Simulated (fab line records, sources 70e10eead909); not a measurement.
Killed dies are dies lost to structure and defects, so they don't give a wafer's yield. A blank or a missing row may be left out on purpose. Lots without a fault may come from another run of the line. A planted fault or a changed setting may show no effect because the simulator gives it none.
A struck lot beside a sound one | flow nand_harc | 17 steps out of a route of 1302
Sound: wafers L237.1, L237.5, L237.6. Struck: wafers L244.1, L244.5, L244.6. The cause comes at the end.
At each step with rows: each side's tool, then ch and its chambers, then its first start. Under that, the readings that differ: sound wafers | struck wafers | difference of the means | sigmas: that difference in standard deviations of wafers without a fault.
alike: readings whose means differ by less than 2 such deviations, and words and numbers that are the same on both sides. not compared: withheld readings, readings that some wafer has no value for, bounds like >300 that may hide the same value, and numbers for which the record gives no deviation and whose values overlap.
The two part at a step that has a row with sigmas, a row that says differs or no value, or rows on one side only. Numbers that don't overlap but have no deviation are shown without sigmas and don't part them. A reading that every wafer of one side lacks parts them only if that side has two wafers or more.

NHARC_A_STAIRCASE_CMP_472: polishes SiO2.
  sound on cmp-01 ch 0,2,3, day 24 08:09; struck on cmp-02 ch 0,1,3, day 27 16:59
  alike: motor_current_A
then, 1 step without rows for these wafers: NHARC_A_STAIRCASE_SRD_474.
NHARC_A_STAIRCASE_INSPECT_155:
  sound on defect_inspect-02, day 24 08:25; struck on defect_inspect-02, day 27 17:17
  alike: raw_defect_count
NHARC_A_SGD_CUT_DEP_00: deposits SiNx, target thk 50 nm.
  sound on pecvd-04 ch 0,1,2, day 24 08:39; struck on pecvd-02 ch 0,1, day 27 17:25
  alike: heater_power_w, rf_fwd_power_W
then, 7 steps without rows for these wafers: NHARC_A_SGD_CUT_DEHYDRATE_01 (time 120 s); NHARC_A_SGD_CUT_HMDS_02 (time 30 s); NHARC_A_SGD_CUT_COAT_56 (time 75 s); NHARC_A_SGD_CUT_COAT_57 (time 65 s); NHARC_A_SGD_CUT_COAT_03 (resist thk 90 nm); NHARC_A_SGD_CUT_SOFTBAKE_04 (time 55 s); NHARC_A_SGD_CUT_EBR_05.
NHARC_A_SGD_CUT_EXPOSE_06: exposes mask SGD.
  sound on arfi_scanner-02 ch 0, day 24 09:14; struck on arfi_scanner-02 ch 0, day 27 17:56
  reading              | sound             | struck            | difference | sigmas
  exposure_dose_mJ_cm2 | 85.34 85.25 85.39 | 53.74 53.59 53.65 | -31.67     | -99 or more
  alike: mask, reticle_temp_C
then, 2 steps without rows for these wafers: NHARC_A_SGD_CUT_PEB_07 (peb time 65 s); NHARC_A_SGD_CUT_DEVELOP_08 (develop time 35 s).
NHARC_A_SGD_CUT_CD_MEAS_09: target cd 100 nm.
  sound on cd_sem-02 ch 0, day 24 09:23; struck on cd_sem-03 ch 0, day 27 18:05
  reading    | sound            | struck         | difference | sigmas
  cd_nm (nm) | 100.3 99.6 100.8 | 74.5 74.7 75.1 | -25.5      | -44
NHARC_A_SGD_CUT_OVL_MEAS_10:
  sound on overlay-01, day 24 09:28; struck on overlay-02, day 27 18:10
  reading           | sound          | struck         | difference | sigmas
  overlay_y_nm (nm) | -0.4 -0.3 -0.2 | -1.7 -1.9 -1.7 | -1.5       | -2
  alike: overlay_x_nm
then, 1 step without rows for these wafers: NHARC_END_SORT_01.

WHERE THEY PART
First at NHARC_A_SGD_CUT_EXPOSE_06; last, within this record, at NHARC_A_SGD_CUT_OVL_MEAS_10.

WHY: what the simulator had put in
Process parameter drift: arfi_scanner-02, from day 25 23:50 on, at NHARC_A_SGD_CUT_EXPOSE_06. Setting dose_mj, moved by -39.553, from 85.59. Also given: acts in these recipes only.
